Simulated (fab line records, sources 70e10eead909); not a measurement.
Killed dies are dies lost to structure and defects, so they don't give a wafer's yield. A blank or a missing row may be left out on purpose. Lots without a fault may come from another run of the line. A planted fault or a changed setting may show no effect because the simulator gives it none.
fab line records | flow nand_harc
record lots=12 wafers=36 last_day=33
route steps=1302 shown P_ZERO_WELL@29 P_STI@87 END@1302
lots that met no fault: from a run of the same line without faults
start_h: hours from the record's first day to the start of the lot's first wafer shown | wait_h: hours since the lot's step before | " the same as in the row above | L1.1+2: a row that stands for several wafers | - no value, or no start given | * or withheld: withheld | < > ~ a bound
route shown NAME@n: a module of which the file shows steps, and the number in the route of the first | usual: mean/standard deviation of fault-free wafers | same: alike in all rows | chamber/n: place in a boat | sites: the reading at each site | _std_site: their standard deviation | _edge_site: outer sites' mean less inner sites' | radius_mm: how far each site lies from the wafer's centre | mask NAME#n: copy n | behind: the tool/chamber that last shaped the wafer | hold: why the lot was held/for how many hours/how that ended | device: the transistor (n, p or np) that didn't switch | end of line: the same wafers' tests at the end of the route | a step without rows: its recipe alone | killed: dies lost to structure and defects at the first sort, not the wafer's yield | map: a wafer's dies, x killed, . not, _ none there
set.NAME: the setting as run; set.NAME@STEP: as run at that earlier step | model.NAME: the simulator's own value behind a step, which no gauge read
steps of the route over a sample of lots; a table a step, a row a wafer
services: from which hour (start_h, from the record's first day; less than 0 if before it) a tool's chamber was out of use, for how many hours, and why
## steps
# step NHARC_P_ZERO_WELL_CD_MEAS_24
# recipe target_cd_nm=720 landing_energy_ev=500
# usual cd_nm=719.5/2.6
# columns lot.wafer tool chamber start_h wait_h cd_nm
L755.1 cd_sem-02 0 32.45 - 719.7
L755.2 " 0 " " 717.7
L755.5 " 0 " " 716.6
L757.2 cd_sem-01 0 52.91 - 718.4
L757.3 " 0 " " 721.9
L757.6 " 0 " " 723.4
L758.1 cd_sem-02 0 62.48 - 720.8
L758.3 " 0 " " 720.0
L758.6 " 0 " " 724.6
L759.1 cd_sem-03 0 72.40 - 721.5
L759.2 " 0 " " 719.2
L759.6 " 0 " " 718.9
L761.2 cd_sem-01 0 92.58 - 723.3
L761.3 " 0 " " 722.5
L761.4 " 0 " " 723.2
L763.1 cd_sem-01 0 112.46 - 720.7
L763.2 " 0 " " 716.7
L763.4 " 0 " " 719.6
L764.1 cd_sem-03 0 122.47 - 720.9
L764.3 " 0 " " 723.7
L764.5 " 0 " " 724.0
L766.1 cd_sem-02 0 142.60 - 718.6
L766.2 " 0 " " 716.9
L766.6 " 0 " " 721.9
L770.2 cd_sem-03 0 182.59 - 718.1
L770.5 " 0 " " 718.4
L770.6 " 0 " " 716.5
L775.1 cd_sem-02 0 232.51 - 725.2
L775.2 " 0 " " 723.5
L775.5 " 0 " " 719.6
L776.3 cd_sem-03 0 242.46 - 716.7
L776.5 " 0 " " 715.4
L776.6 " 0 " " 715.3
L777.1 cd_sem-01 0 252.59 - 718.9
L777.2 " 0 " " 715.1
L777.3 " 0 " " 721.0
# step NHARC_P_STI_DESCUM_14
# recipe time_s=3 o2_flow_sccm=200 ar_flow_sccm=0 bias_power_w=0 chemistry=O2
# usual drypump_motor_current_A=5.7/0.33 o2_flow_sccm=200.1/0.58 oes_product_au=1.002/0.012 rf_vpp_V=57.8/0.78 showerhead_plenum_p_Torr=1.91/0.09 throttle_valve_pct=11.312/0.009
# columns lot.wafer tool chamber start_h wait_h drypump_motor_current_A o2_flow_sccm oes_product_au rf_hours_counter_h rf_vpp_V showerhead_plenum_p_Torr throttle_valve_pct
L755.2 rie_diel-03 0 54.85 - 5.3 200.2 1.009 6 59.0 2.01 11.306
L755.1 " 1 " " 5.4 200.3 0.999 10 57.2 1.88 11.311
L755.5 " 2 " " 6.2 201.3 1.007 - 57.9 1.92 11.293
L757.2 rie_diel-01 0 74.84 - 5.2 200.4 1.007 2 57.3 1.89 11.316
L757.3 " 2 " " 5.7 200.4 1.016 2 57.5 1.93 11.330
L757.6 " 1 " " 5.8 200.2 0.997 - 59.2 2.04 11.314
L758.3 rie_diel-01 0 85.33 - 5.2 200.7 1.019 2 57.2 1.89 11.324
L758.1 " 2 " " 5.8 199.9 1.012 3 57.5 1.93 11.318
L758.6 " 1 " " 5.8 199.6 0.987 - 57.2 2.04 11.310
L759.2 rie_diel-07 3 93.19 - 5.4 199.8 0.970 13 57.3 1.93 11.302
L759.1 " 2 " " 6.3 200.5 0.976 13 56.9 1.84 11.310
L759.6 " 0 " " 5.7 199.7 1.003 - 57.4 1.80 11.319
L761.2 rie_diel-07 3 116.41 - 5.4 199.6 0.989 15 57.9 1.93 11.316
L761.4 " 0 " " 5.6 200.4 1.010 16 57.2 1.79 11.308
L761.3 " 2 " " 6.3 200.1 0.985 14 57.3 1.84 11.320
L763.1 rie_diel-01 1 133.19 - 5.8 199.4 1.007 4 59.0 2.04 11.307
L763.4 " 2 " " 5.7 199.8 1.020 4 57.1 1.93 11.323
L763.2 " 0 " " 5.2 199.8 1.000 4 58.5 1.89 11.311
L764.1 rie_diel-03 1 146.74 - 5.4 199.9 1.001 2 57.9 1.88 11.311
L764.3 " 3 " " 5.8 198.9 0.994 2 58.5 2.07 11.317
L764.5 " 2 " " 6.2 199.8 0.992 - 58.4 1.92 11.309
L766.2 rie_diel-07 2 165.45 - 6.3 199.9 0.980 3 58.4 1.84 11.301
L766.1 " 3 " " 5.4 199.7 0.994 3 59.2 1.93 11.313
L766.6 " 1 " " 5.5 200.8 1.001 - 57.0 1.77 11.319
L770.2 rie_diel-01 0 202.63 - 5.2 199.7 1.014 7 57.2 1.89 11.307
L770.5 " 1 " " 5.8 199.6 0.997 - 57.2 2.04 11.312
L770.6 " 2 " " 5.8 199.6 1.017 - 57.8 1.93 11.345
L775.1 rie_diel-03 1 253.49 - 5.4 199.5 1.002 9 58.5 1.88 11.313
L775.2 " 2 " " 6.1 199.9 0.996 9 57.4 1.92 11.317
L775.5 " 0 " " 5.4 200.3 1.000 - 59.2 2.01 11.322
L776.3 rie_diel-03 2 264.15 - 6.2 198.8 1.012 10 57.6 1.92 11.310
L776.5 " 2 " " 6.2 200.2 1.003 - 58.7 1.92 11.302
L776.6 " 3 " " 5.8 199.9 1.000 - 58.0 2.07 11.318
L777.2 rie_diel-01 1 273.96 - 5.9 199.9 0.990 3 58.6 2.04 11.301
L777.3 " 2 " " 5.8 199.9 1.006 3 58.4 1.93 11.316
L777.1 " 3 " " 5.9 200.2 1.002 3 56.3 1.79 11.311
# step NHARC_P_STI_ETCH_42
# recipe target_depth_a=800 overetch_a=240 time_s=61 ion_energy_ev=200 n2_flow_sccm=150 h2_flow_sccm=150 ar_flow_sccm=0 rf_w=400 bias_w=150 chemistry=N2/H2
# usual drypump_motor_current_A=5.7/0.3 oes_product_au=1.002/0.013 rf_vpp_V=430.5/2.9 showerhead_plenum_p_Torr=2.04/0.1 throttle_valve_pct=14.170/0.0092
# columns lot.wafer tool chamber start_h wait_h drypump_motor_current_A oes_product_au rf_hours_counter_h rf_vpp_V showerhead_plenum_p_Torr throttle_valve_pct
L755.2 rie_diel-03 3 54.92 0.1 5.8 0.975 10 434.6 2.21 14.176
L755.1 " 2 " " 6.2 1.013 10 430.2 2.05 14.168
L755.5 " 3 " " 5.8 0.978 - 434.5 2.21 14.197
L757.3 rie_diel-01 0 74.93 0.1 5.2 1.006 2 429.0 2.01 14.164
L757.2 " 1 " " 5.9 0.994 2 434.8 2.18 14.161
L757.6 " 0 " " 5.2 1.004 - 431.0 2.01 14.163
L758.3 rie_diel-01 0 85.41 0.1 5.2 1.018 2 429.4 2.01 14.163
L758.1 " 2 " " 5.7 1.019 3 429.4 2.06 14.159
L758.6 " 0 " " 5.2 1.004 - 431.4 2.01 14.182
L759.2 rie_diel-07 0 93.28 0.1 5.7 1.026 13 428.4 1.91 14.165
L759.1 " 1 " " 5.6 1.012 13 426.3 1.89 14.174
L759.6 " 0 " " 5.7 1.016 - 427.3 1.91 14.170
L761.2 rie_diel-07 3 116.49 0.1 5.4 0.995 15 431.1 2.05 14.171
L761.3 " 0 " " 5.7 0.994 16 426.8 1.91 14.163
L761.4 " 1 " " 5.6 1.000 14 426.5 1.89 14.182
L763.2 rie_diel-01 0 133.27 0.1 5.2 1.006 4 431.0 2.01 14.165
L763.1 " 1 " " 5.8 1.004 4 434.2 2.18 14.163
L763.4 " 2 " " 5.8 1.024 4 429.9 2.06 14.167
L764.3 rie_diel-03 0 146.83 0.1 5.4 1.015 2 433.2 2.14 14.164
L764.1 " 2 " " 6.2 1.001 2 431.6 2.05 14.182
L764.5 " 3 " " 5.8 0.997 - 437.1 2.21 14.174
L766.2 rie_diel-07 0 165.53 0.1 5.7 0.989 3 427.0 1.91 14.151
L766.1 " 3 " " 5.4 0.987 3 432.9 2.05 14.174
L766.6 " 1 " " 5.6 1.009 - 426.4 1.89 14.162
L770.2 rie_diel-01 1 202.70 0.1 5.8 0.994 7 433.4 2.18 14.166
L770.6 " 2 " " 5.7 1.012 - 430.7 2.05 14.171
L770.5 " 3 " " 5.8 1.015 - 426.1 1.91 14.161
L775.1 rie_diel-03 2 253.58 0.1 6.2 0.993 9 431.5 2.05 14.174
L775.2 " 3 " " 5.8 0.990 6 435.0 2.21 14.166
L775.5 " 0 " " 5.4 1.004 - 433.2 2.14 14.154
L776.3 rie_diel-03 2 264.24 0.1 6.2 1.017 10 430.7 2.05 14.159
L776.5 " 1 " " 5.5 1.009 - 428.0 2.00 14.177
L776.6 " 2 " " 6.2 0.995 - 430.0 2.05 14.177
L777.1 rie_diel-01 0 274.04 0.1 5.2 1.026 3 428.8 2.01 14.183
L777.3 " 2 " " 5.7 1.008 3 429.8 2.05 14.155
L777.2 " 3 " " 5.8 1.003 3 425.6 1.90 14.169
# step NHARC_P_STI_CMP_21
# recipe t_overpolish_s=20 target_thk_nm=380.67
# usual motor_current_A=12.4/0.84 overpolish_run_s=20.000/0.0092 t_overpolish_s=20/0
# columns lot.wafer tool chamber start_h wait_h motor_current_A overpolish_run_s t_overpolish_s
L755.2 cmp-02 2 73.93 0.4 11.3 19.996 20
L755.1 " 0 " " 11.9 20.004 20
L755.5 " 2 " " 12.3 19.990 20
L757.3 cmp-02 2 93.45 0.4 11.9 20.004 20
L757.2 " 0 " " 12.1 20.013 20
L757.6 " 2 " " 11.7 19.996 20
L758.1 cmp-03 1 104.82 0.4 10.9 19.982 20
L758.3 " 3 " " 13.8 20.009 20
L758.6 " 2 " " 11.5 19.980 20
L759.1 cmp-01 3 111.46 0.4 12.3 20.001 20
L759.2 " 1 " " 13.2 19.998 20
L759.6 " 2 " " 12.4 19.993 20
L761.3 cmp-01 0 135.78 0.4 13.3 20.028 20
L761.2 " 1 " " 13.4 20.003 20
L761.4 " 2 " " 12.4 20.004 20
L763.4 cmp-01 3 153.73 0.4 12.0 20.003 20
L763.1 " 0 " " 13.4 20.004 20
L763.2 " 2 " " 13.2 20.004 20
L764.1 cmp-01 3 166.74 0.4 11.3 19.983 20
L764.3 " 0 " " 13.0 20.001 20
L764.5 " 3 " " 11.7 19.984 20
L766.2 cmp-03 3 183.54 0.4 12.8 19.995 20
L766.1 " 2 " " 11.6 19.998 20
L766.6 " 3 " " 12.1 19.991 20
L770.2 cmp-03 2 221.25 0.4 11.4 19.988 20
L770.6 " 0 " " 12.4 19.990 20
L770.5 " 1 " " 10.5 74.756 74.743
L775.2 cmp-01 1 271.94 0.4 12.9 20.016 20
L775.1 " 2 " " 12.8 19.987 20
L775.5 " 1 " " 13.6 20.001 20
L776.3 cmp-02 3 282.08 0.4 12.9 19.995 20
L776.5 " 1 " " 12.7 20.008 20
L776.6 " 2 " " 12.1 20.014 20
L777.2 cmp-02 2 291.81 0.4 11.4 20.006 20
L777.3 " 3 " " 13.3 20.009 20
L777.1 " 0 " " 11.8 19.997 20
# step NHARC_END_SORT_01
# recipe temp_c=25
# usual killed_at_array=45/18 killed_at_other=0.9/1.3 killed_at_periphery=3.7/2.2 killed_dies=50/18 killed_open=3.2/1.9 killed_short=2.4/1.6
# same gross_dies=677
# columns lot.wafer tool chamber start_h wait_h killed_at_array killed_at_other killed_at_periphery killed_dies killed_open killed_short
L755.1 prober-01 0 561.97 2.5 35 0 3 38 3 7
L755.2 prober-01 0 562.78 2.8 38 0 4 42 1 0
L755.5 prober-01 0 565.21 3.7 31 0 3 34 1 2
L757.2 prober-02 0 581.27 2.8 28 0 1 29 1 2
L757.3 prober-02 0 582.08 3.1 45 1 4 50 5 7
L757.6 prober-02 0 584.49 4.0 31 0 2 33 6 1
L759.1 prober-01 0 595.88 2.5 29 2 0 31 4 1
L759.2 prober-01 0 596.69 2.8 27 3 3 33 9 2
L759.6 prober-01 0 599.92 4.0 14 8 2 24 2 4
L758.1 prober-02 0 610.25 2.5 65 1 2 68 7 1
L758.3 prober-02 0 611.84 3.1 58 0 3 61 1 1
L758.6 prober-02 0 614.22 4.0 72 0 1 73 3 1
L761.2 prober-01 0 630.01 2.8 78 0 4 82 3 6
L761.3 prober-01 0 630.81 3.1 74 1 0 75 4 1
L761.4 prober-01 0 631.61 3.4 80 0 2 82 3 2
L763.1 prober-01 0 648.58 2.5 54 3 2 59 0 2
L763.2 prober-01 0 649.37 2.8 47 2 1 50 3 6
L763.4 prober-01 0 650.96 3.4 52 1 1 54 0 2
L766.1 prober-01 0 666.46 2.5 44 0 2 46 6 6
L766.2 prober-01 0 667.26 2.8 28 1 7 36 4 1
L766.6 prober-01 0 670.49 4.0 35 1 2 38 1 1
L764.1 prober-02 0 666.46 2.5 36 0 3 39 3 2
L764.3 prober-02 0 668.07 3.1 19 0 11 30 2 0
L764.5 prober-02 0 669.67 3.7 39 0 9 48 1 1
L770.2 prober-01 0 727.41 2.8 55 0 0 55 3 1
L770.5 prober-01 0 729.82 3.7 44 0 3 47 7 1
L770.6 prober-01 0 730.62 4.0 40 0 2 42 7 0
L777.1 prober-02 0 773.75 2.5 72 0 5 77 3 2
L777.2 prober-02 0 774.57 2.8 49 1 3 53 2 1
L777.3 prober-02 0 775.39 3.1 75 0 4 79 3 4
L776.3 prober-01 0 779.56 3.1 22 1 3 26 0 3
L776.5 prober-01 0 781.16 3.7 21 2 7 30 4 1
L776.6 prober-01 0 781.95 4.0 17 0 5 22 5 1
L775.1 prober-02 0 781.68 2.5 13 1 7 21 4 3
L775.2 prober-02 0 782.47 2.8 10 1 2 13 1 4
L775.5 prober-02 0 784.84 3.7 20 2 4 26 4 2
# killed by level:class
L755.1 A_CHANNEL_HOLE_D2:chamber_film_flake=17 A_WL_FILL:chamber_film_flake=4 A_STAIRCASE:chamber_film_flake=3 A_SOURCE_PLATE:geometric_particle:short=2 A_CHANNEL_FILL_D1:chamber_film_flake=2 P_GATE:geometric_particle:short=1 P_M2:geometric_particle:open=1 A_ONON_D1:geometric_particle:short=1
L755.2 A_CHANNEL_HOLE_D2:chamber_film_flake=29 P_ZERO_WELL:chamber_film_flake=4 A_CHANNEL_HOLE_D1:chamber_film_flake=3 A_WL_FILL:chamber_film_flake=3 A_BLC:geometric_particle:open=1 A_CHANNEL_FILL_D2:chamber_film_flake=1 A_SLIT:chamber_film_flake=1
L755.5 A_CHANNEL_HOLE_D2:chamber_film_flake=13 A_WL_FILL:chamber_film_flake=6 A_CHANNEL_FILL_D1:chamber_film_flake=3 A_CONTACT:chamber_film_flake=3 A_DECK1_JOINT:chamber_film_flake=2 A_CHANNEL_FILL_D2:chamber_film_flake=2 P_STI:geometric_particle:short=1 P_M2:geometric_particle:open=1
L757.2 A_CHANNEL_HOLE_D2:chamber_film_flake=18 A_ONON_D1:geometric_particle:short=2 A_CHANNEL_HOLE_D1:chamber_film_flake=2 A_CHANNEL_FILL_D1:chamber_film_flake=2 A_CONTACT:chamber_film_flake=2 A_SGD_CUT:geometric_particle:open=1 P_ZERO_WELL:chamber_film_flake=1 A_DECK1_JOINT:chamber_film_flake=1
L757.3 A_CHANNEL_HOLE_D2:chamber_film_flake=31 A_CHANNEL_FILL_D2:geometric_particle:short=3 P_ZERO_WELL:chamber_film_flake=3 A_M1:geometric_particle:short=2 P_CONTACT:geometric_particle:open=1 A_ONON_D1:geometric_particle:open=1 A_CHANNEL_HOLE_D1:geometric_particle:open=1 A_DECK1_JOINT:geometric_particle:open=1
L757.6 A_CHANNEL_HOLE_D2:chamber_film_flake=16 A_CONTACT:chamber_film_flake=4 A_ONON_D2:geometric_particle:open=3 A_CHANNEL_HOLE_D1:chamber_film_flake=3 P_M1:geometric_particle:open=1 A_CHANNEL_FILL_D2:geometric_particle:short=1 A_CONTACT:geometric_particle:open=1 A_M0:geometric_particle:open=1
L759.1 A_CHANNEL_HOLE_D2:chamber_film_flake=14 A_DECK1_JOINT:chamber_film_flake=3 A_STAIRCASE:chamber_film_flake=2 A_CHANNEL_HOLE_D1:chamber_film_flake=2 THIN_TSV:chamber_film_flake=2 A_DECK1_JOINT:geometric_particle:open=1 A_CHANNEL_HOLE_D2:geometric_particle:short=1 A_SGD_CUT:geometric_particle:open=1
L759.2 A_CHANNEL_HOLE_D2:chamber_film_flake=9 A_CHANNEL_HOLE_D1:chamber_film_flake=5 THIN_TSV:chamber_film_flake=3 A_CHANNEL_FILL_D1:geometric_particle:short=2 A_ONON_D2:geometric_particle:open=2 A_M0:geometric_particle:open=2 P_ZERO_WELL:chamber_film_flake=2 A_CONTACT:chamber_film_flake=2
L759.6 THIN_TSV:chamber_film_flake=8 A_CHANNEL_HOLE_D2:chamber_film_flake=7 A_SGD_CUT:chamber_film_flake=2 P_GATE:geometric_particle:open=1 P_CONTACT:geometric_particle:short=1 A_CHANNEL_FILL_D1:geometric_particle:short=1 A_CHANNEL_FILL_D2:geometric_particle:short=1 A_CHANNEL_FILL_D2:geometric_particle:open=1
L758.1 A_SLIT:chamber_film_flake=32 A_CHANNEL_HOLE_D2:chamber_film_flake=15 A_CHANNEL_FILL_D1:geometric_particle:open=2 A_DECK1_JOINT:geometric_particle:open=2 A_CHANNEL_FILL_D1:chamber_film_flake=2 A_CONTACT:chamber_film_flake=2 A_BONDPAD:chamber_film_flake=2 P_GATE:geometric_particle:short=1
L758.3 A_CHANNEL_HOLE_D2:chamber_film_flake=35 A_SLIT:chamber_film_flake=12 A_BONDPAD:chamber_film_flake=4 P_M0:chamber_film_flake=2 A_STAIRCASE:chamber_film_flake=2 P_GATE:geometric_particle:open=1 A_M0:geometric_particle:short=1 A_CHANNEL_HOLE_D1:chamber_film_flake=1
L758.6 A_CHANNEL_HOLE_D2:chamber_film_flake=35 A_SLIT:chamber_film_flake=25 A_CONTACT:chamber_film_flake=4 A_STAIRCASE:chamber_film_flake=2 A_M0:chamber_film_flake=2 P_GATE:geometric_particle:open=1 A_ONON_D1:geometric_particle:open=1 A_WL_FILL:geometric_particle:short=1
L761.2 A_SLIT:chamber_film_flake=28 A_CHANNEL_HOLE_D2:chamber_film_flake=16 A_CHANNEL_HOLE_D1:chamber_film_flake=12 A_STAIRCASE:chamber_film_flake=4 A_WL_FILL:chamber_film_flake=4 A_CONTACT:chamber_film_flake=3 P_M0:geometric_particle:open=2 A_M0:geometric_particle:short=2
L761.3 A_SLIT:chamber_film_flake=38 A_CHANNEL_HOLE_D1:chamber_film_flake=12 A_CHANNEL_HOLE_D2:chamber_film_flake=11 A_STAIRCASE:chamber_film_flake=4 A_M0:geometric_particle:open=3 A_SGD_CUT:chamber_film_flake=2 A_WL_FILL:geometric_particle:short=1 STARTING-WAFER:geometric_particle:open=1
L761.4 A_CHANNEL_HOLE_D2:chamber_film_flake=33 A_SLIT:chamber_film_flake=20 A_CHANNEL_HOLE_D1:chamber_film_flake=15 A_DECK1_JOINT:chamber_film_flake=3 P_CONTACT:geometric_particle:open=2 A_CONTACT:chamber_film_flake=2 A_ONON_D1:geometric_particle:short=1 A_CHANNEL_FILL_D1:geometric_particle:short=1
L763.1 A_SLIT:chamber_film_flake=33 A_CHANNEL_HOLE_D2:chamber_film_flake=9 THIN_TSV:chamber_film_flake=3 A_CHANNEL_HOLE_D1:chamber_film_flake=2 A_CHANNEL_FILL_D2:chamber_film_flake=2 A_CONTACT:chamber_film_flake=2 A_BONDPAD:chamber_film_flake=2 A_CHANNEL_HOLE_D2:geometric_particle:short=1
L763.2 A_SLIT:chamber_film_flake=17 A_CHANNEL_HOLE_D2:chamber_film_flake=7 A_STAIRCASE:chamber_film_flake=4 A_CHANNEL_HOLE_D1:chamber_film_flake=3 A_DECK1_JOINT:geometric_particle:short=2 A_CHANNEL_FILL_D1:chamber_film_flake=2 A_WL_FILL:chamber_film_flake=2 A_CONTACT:chamber_film_flake=2
L763.4 A_SLIT:chamber_film_flake=32 A_CHANNEL_HOLE_D2:chamber_film_flake=7 A_CHANNEL_HOLE_D1:chamber_film_flake=4 A_STAIRCASE:chamber_film_flake=3 A_ONON_D1:geometric_particle:short=1 A_SGD_CUT:geometric_particle:short=1 P_STI:chamber_film_flake=1 A_CHANNEL_FILL_D1:chamber_film_flake=1
L766.1 A_CHANNEL_HOLE_D2:chamber_film_flake=16 A_CHANNEL_HOLE_D1:chamber_film_flake=6 A_STAIRCASE:chamber_film_flake=4 A_SLIT:chamber_film_flake=3 A_ONON_D2:geometric_particle:short=2 A_CHANNEL_FILL_D2:geometric_particle:short=2 A_M1:chamber_film_flake=2 P_M0:geometric_particle:open=1
L764.1 A_CHANNEL_HOLE_D2:chamber_film_flake=18 A_SLIT:chamber_film_flake=6 A_CHANNEL_HOLE_D1:chamber_film_flake=5 P_BONDPAD:chamber_film_flake=2 A_WL_FILL:chamber_film_flake=2 P_CONTACT:geometric_particle:open=1 A_ONON_D1:geometric_particle:open=1 A_DECK1_JOINT:geometric_particle:open=1
L766.2 A_CHANNEL_HOLE_D2:chamber_film_flake=8 A_CHANNEL_HOLE_D1:chamber_film_flake=6 A_STAIRCASE:chamber_film_flake=5 A_M1:chamber_film_flake=3 P_GATE:chamber_film_flake=3 P_BONDPAD:chamber_film_flake=2 P_CONTACT:geometric_particle:open=1 A_ONON_D1:geometric_particle:open=1
L764.3 A_CHANNEL_HOLE_D2:chamber_film_flake=10 P_BONDPAD:chamber_film_flake=5 A_STAIRCASE:chamber_film_flake=3 P_STI:chamber_film_flake=2 P_M0:chamber_film_flake=2 A_SLIT:chamber_film_flake=2 A_CHANNEL_HOLE_D2:geometric_particle:open=1 A_WL_FILL:geometric_particle:open=1
L764.5 A_CHANNEL_HOLE_D1:chamber_film_flake=13 A_CHANNEL_HOLE_D2:chamber_film_flake=10 A_STAIRCASE:chamber_film_flake=6 P_BONDPAD:chamber_film_flake=3 A_SLIT:chamber_film_flake=3 P_STI:chamber_film_flake=2 P_GATE:chamber_film_flake=2 A_DECK1_JOINT:chamber_film_flake=2
L766.6 A_CHANNEL_HOLE_D2:chamber_film_flake=19 A_CHANNEL_HOLE_D1:chamber_film_flake=7 A_SLIT:chamber_film_flake=3 A_STAIRCASE:chamber_film_flake=3 P_GATE:chamber_film_flake=2 A_CHANNEL_FILL_D1:geometric_particle:open=1 A_WL_FILL:geometric_particle:short=1 A_M1:chamber_film_flake=1
L770.2 A_SLIT:chamber_film_flake=37 A_CHANNEL_HOLE_D1:chamber_film_flake=6 A_CONTACT:chamber_film_flake=4 A_STAIRCASE:chamber_film_flake=3 A_CHANNEL_FILL_D1:geometric_particle:open=1 A_CHANNEL_FILL_D1:geometric_particle:short=1 A_DECK1_JOINT:geometric_particle:open=1 A_M0:geometric_particle:open=1
L770.5 A_SLIT:chamber_film_flake=27 A_STAIRCASE:chamber_film_flake=5 A_ONON_D2:geometric_particle:open=3 A_CONTACT:chamber_film_flake=3 P_GATE:geometric_particle:open=2 A_CHANNEL_HOLE_D1:chamber_film_flake=2 A_CHANNEL_FILL_D1:geometric_particle:open=1 A_DECK1_JOINT:geometric_particle:short=1
L770.6 A_SLIT:chamber_film_flake=16 A_STAIRCASE:chamber_film_flake=6 A_CONTACT:chamber_film_flake=6 A_CHANNEL_HOLE_D1:chamber_film_flake=3 P_CONTACT:geometric_particle:open=2 A_ONON_D2:geometric_particle:open=2 A_ZERO_WELL:chamber_film_flake=2 A_WL_FILL:chamber_film_flake=2
L777.1 A_SLIT:chamber_film_flake=29 A_CHANNEL_HOLE_D2:chamber_film_flake=21 A_CHANNEL_HOLE_D1:chamber_film_flake=9 A_CONTACT:chamber_film_flake=7 P_GATE:chamber_film_flake=3 A_CONTACT:geometric_particle:open=2 A_CHANNEL_HOLE_D2:geometric_particle:short=1 A_WL_FILL:geometric_particle:short=1
L777.2 A_CHANNEL_HOLE_D1:chamber_film_flake=12 A_SLIT:chamber_film_flake=12 A_CHANNEL_HOLE_D2:chamber_film_flake=12 A_CONTACT:chamber_film_flake=8 A_STAIRCASE:chamber_film_flake=4 P_M0:geometric_particle:open=2 A_CHANNEL_FILL_D2:geometric_particle:short=1 P_GATE:chamber_film_flake=1
L777.3 A_CHANNEL_HOLE_D2:chamber_film_flake=39 A_SLIT:chamber_film_flake=15 A_CONTACT:chamber_film_flake=7 A_CHANNEL_HOLE_D1:chamber_film_flake=6 A_STAIRCASE:chamber_film_flake=2 P_STI:geometric_particle:short=1 P_GATE:geometric_particle:open=1 A_ONON_D1:geometric_particle:open=1
L776.3 A_SLIT:chamber_film_flake=9 A_CONTACT:chamber_film_flake=4 A_ONON_D2:geometric_particle:short=2 A_ZERO_WELL:chamber_film_flake=2 A_CHANNEL_HOLE_D2:chamber_film_flake=2 A_STAIRCASE:chamber_film_flake=2 P_M2:geometric_particle:short=1 P_ZERO_WELL:chamber_film_flake=1
L776.5 A_SLIT:chamber_film_flake=6 A_CONTACT:chamber_film_flake=6 A_STAIRCASE:chamber_film_flake=3 P_ZERO_WELL:chamber_film_flake=2 P_STI:chamber_film_flake=2 A_M1:chamber_film_flake=2 THIN_TSV:chamber_film_flake=2 P_CONTACT:geometric_particle:open=1
L775.1 P_M0:geometric_particle:open=3 A_SLIT:chamber_film_flake=3 A_CONTACT:chamber_film_flake=3 A_CHANNEL_FILL_D2:geometric_particle:short=2 A_DECK1_JOINT:chamber_film_flake=2 P_CONTACT:geometric_particle:open=1 P_CONTACT:geometric_particle:short=1 P_ZERO_WELL:chamber_film_flake=1
L776.6 A_SLIT:chamber_film_flake=9 P_ZERO_WELL:chamber_film_flake=2 A_ZERO_WELL:chamber_film_flake=2 P_CONTACT:geometric_particle:short=1 P_CONTACT:geometric_particle:open=1 P_M0:geometric_particle:open=1 A_ONON_D1:geometric_particle:open=1 A_CHANNEL_FILL_D2:geometric_particle:open=1
L775.2 A_SLIT:chamber_film_flake=3 A_WL_FILL:geometric_particle:short=2 A_CHANNEL_FILL_D1:chamber_film_flake=2 P_CONTACT:geometric_particle:short=1 A_CHANNEL_FILL_D2:geometric_particle:open=1 A_CHANNEL_FILL_D2:geometric_particle:short=1 P_ZERO_WELL:chamber_film_flake=1 A_CONTACT:chamber_film_flake=1
L775.5 A_SLIT:chamber_film_flake=5 A_CONTACT:chamber_film_flake=4 P_GATE:chamber_film_flake=2 A_DECK1_JOINT:chamber_film_flake=2 THIN_TSV:chamber_film_flake=2 P_M1:geometric_particle:open=1 A_SOURCE_PLATE:geometric_particle:open=1 A_CHANNEL_HOLE_D1:geometric_particle:open=1
## services
# columns tool chamber start_h hours kind
rie_diel-03 0 31.15 22.9 repair
cmp-02 - 36.52 4.0 pm
cmp-02 - 46.90 1.4 repair
rie_diel-07 1 47.01 6.0 repair
cmp-02 - 63.45 0.6 repair
cmp-01 - 87.60 4.0 pm
rie_diel-07 - 93.60 0.3 repair
rie_diel-01 - 95.34 0.7 repair
rie_diel-03 - 104.30 9.0 pm
rie_diel-07 - 117.20 9.0 pm
cmp-02 - 129.33 10.5 repair
rie_diel-03 0 167.50 3.0 repair
cmp-02 - 171.70 1.3 repair
cmp-01 - 185.60 4.0 pm
rie_diel-01 - 203.80 9.0 pm
cmp-01 - 206.19 2.3 repair
rie_diel-03 3 208.75 21.2 repair
cmp-02 - 218.02 3.6 repair
rie_diel-07 1 240.25 22.2 repair
rie_diel-01 3 241.25 8.4 repair
rie_diel-03 - 250.18 1.0 repair
rie_diel-03 0 271.41 5.2 repair
rie_diel-03 - 281.30 9.0 pm
cmp-01 - 283.60 4.0 pm
## key
first_sign step=NHARC_P_STI_CMP_21 reading=t_overpolish_s direction=up sigmas=99+ usual=20 struck=74.743
effect step=NHARC_P_STI_CMP_21 reading=overpolish_run_s direction=up sigmas=99+ usual=20.000 struck=74.756
met_at NHARC_P_STI_CMP_21
struck_lots L770
struck_wafers L770.5
tester_left_out L770
not_acting_at NHARC_P_ZERO_WELL_CD_MEAS_24,NHARC_P_STI_DESCUM_14,NHARC_P_STI_ETCH_42
onset_between 104.82 221.25
fault kind=process_parameter_drift tool=cmp-03 chamber=1 onset_h=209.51 steps=NHARC_P_STI_CMP_21 channel=t_overpolish_s offset=54.743 shape=step acts_in=these_recipes_only stated=20
# tester_left_out: of these lots the tester's yield and bins aren't shown, on N5 and GAA mostly nor the transistor test; their killed dies are dies lost to structure and defects alone, not to doping, threshold or leakage, so they don't give the yield
